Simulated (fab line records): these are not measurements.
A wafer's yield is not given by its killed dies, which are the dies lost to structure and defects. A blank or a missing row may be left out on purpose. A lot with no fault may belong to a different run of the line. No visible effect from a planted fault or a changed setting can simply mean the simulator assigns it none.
8D (eight disciplines) problem report, filled in by code ; flow n5 finfet ; the parts of the form that need people (team, actions taken, sign-off) are left out

== 1. WHAT WENT WRONG ==
Across 6 wafers from 2 lots, M3_OVL at N5_BEOL_M3_OVL_MEAS_12 averages 5.3 nm, while fault-free wafers read -0.5 nm with a standard deviation of 0.63. Measured from the usual mean, that is +9.2 standard deviations.
Earliest sighting: wafer L189.1 on overlay-02 at day 9 00:37. The record has a number at this step for 30 wafers belonging to 10 lots. Rule for "out" (also "out of limits"): further than 4 standard deviations from the usual mean. The other wafers with a number count as sound.

== 2. WHAT IT IS; WHAT IT IS NOT ==
question;is;is not
which readings at this step;M3_OVL;-
which lots;L189, L191;L182, L183, L185, L192, L196, L199, L200, L202
which wafers of those lots;all that have a number;-
read on which gauges;overlay-01, overlay-02;-
when;from day 9 00:37;"up to then (9 sound wafers); but 15 sound wafers of L192, L196, L199, L200, L202 came after"

== 3. THE SUSPECTS, EACH WITH WHAT RULES IT OUT ==
Counting: a tool stays on the suspect list if, at a process step up to the reading, it processed all lots that are out and no sound lot following the first of them.
- the gauge at N5_BEOL_M3_OVL_MEAS_12: ruled out. Those wafers that are out were read across 2 gauges (overlay-01, overlay-02).
- euv scanner-02 at N5_BEOL_M3_EXPOSE_08 (exposes mask M3): kept. All lots that are out passed through it, beginning with L189 at day 9 00:28, and no sound lot followed; its final sound lot before that point was L182 at day 7 16:58.
Remaining after the count: euv scanner-02 at N5_BEOL_M3_EXPOSE_08.

== 4. THE CAUSE (what the simulator had put in) ==
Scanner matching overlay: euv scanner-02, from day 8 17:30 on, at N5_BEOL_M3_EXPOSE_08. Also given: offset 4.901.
After counting, this tool was the only one left.

== 5. THE EFFECT CHAIN, in route order ==
Each row: a reading where the mean over the struck wafers with a number is more than 3 standard deviations away from the usual. Readings are gone through only where the record gives a usual standard deviation; hours: the median, over the lots, of the time from a lot's start at the first step in this table giving one to that lot's start at this step; sigmas: the change measured in usual standard deviations.
hours;step;reading;usual;on struck wafers;change;sigmas
0;N5_BEOL_M3_OVL_MEAS_12;M3_OVL;-0.5 nm;5.3;+5.8;+9.2
At these later measuring or inspecting steps, every struck wafer for which the step has a row has a number for every such reading, and none has moved that far: N5_BEOL_M3_INSPECT_13, N5_BEOL_M4_RC_MEAS_101.

== 6. WHAT WOULD HAVE CAUGHT IT SOONER ==
In this record the first reading out of limits at a measuring or inspecting step was taken at day 9 00:37, 7 hours after the fault began at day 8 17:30.
L191, from the lots that are out (2), started N5_BEOL_M3_EXPOSE_08 on euv scanner-02 later than day 9 00:37. It would have been spared by a hold on the tool at that moment.
